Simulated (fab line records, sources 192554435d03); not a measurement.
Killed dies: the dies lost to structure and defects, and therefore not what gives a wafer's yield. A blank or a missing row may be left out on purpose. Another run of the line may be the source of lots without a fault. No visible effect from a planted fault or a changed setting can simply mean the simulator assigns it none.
Matching of chambers ; flow n5 finfet ; N5_BEOL_M7_PECVD_70 on pecvd-03: 3 sister chambers
The step deposits SiO2 from TEOS/O2, target thk 20 nm, time 22.7 s. 14 wafers are shown with their chamber, then 7 later ones without.

== WAFERS, EACH WITH ITS CHAMBER ==
wafer;chamber;throttle valve pct (%);showerhead plenum p Torr (Torr);heater power w (W)
L074.2;1;23.0;8.81;780
L074.5;1;22.9;8.83;767
L074.6;2;21.6;8.86;740
L079.3;1;23.1;8.84;642
L079.5;2;21.8;8.87;759
L079.6;1;23.1;8.82;636
L083.2;2;22.0;8.91;760
L083.5;1;23.4;8.82;722
L083.6;2;21.7;8.92;753
L088.2;1;23.1;8.81;722
L088.5;1;23.3;8.82;727
L088.6;0;21.8;8.96;672
L093.1;0;21.5;8.94;624
L093.2;1;23.1;8.79;696

SIGNATURES (averages over the wafers above)
reading;chamber 0;chamber 1;chamber 2;scatter within a chamber
throttle valve pct;21.650;23.125;21.775;0.167
showerhead plenum p Torr;8.9500;8.8175;8.8900;0.0199
heater power w;648.00;711.50;753.00;43.1
Rule: distance of a wafer from a chamber = root of the sum over the readings of ((wafer's reading minus chamber's mean) / reading's scatter) squared. The wafer belongs to the nearest chamber; if the next one is less than 2 further off, it can't be placed. The scatter is the square root of a quotient: the sum, over the shown wafers, of each reading's squared deviation from its chamber's mean, divided by wafers minus chambers.

== WAFERS WHOSE CHAMBER IS MISSING ==
wafer;throttle valve pct (%);showerhead plenum p Torr (Torr);heater power w (W)
L093.6;22.0;8.89;697
L094.1;21.8;8.95;643
L094.4;23.1;8.84;747
L094.5;21.9;8.94;612
L095.1;22.3;8.88;755
L095.3;21.5;8.94;620
L095.4;23.0;8.82;731

== WHICH CHAMBER EACH WENT THROUGH ==
wafer;from the rows above;in truth
L093.6;can't be placed: 2 or 0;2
L094.1;0;0
L094.4;1;1
L094.5;0;0
L095.1;2;2
L095.3;0;0
L095.4;1;1
Placed correctly: 6 of 7. Can't be placed from these rows: 1 (the true chamber is among the candidates in 1). 0 placed wrongly.
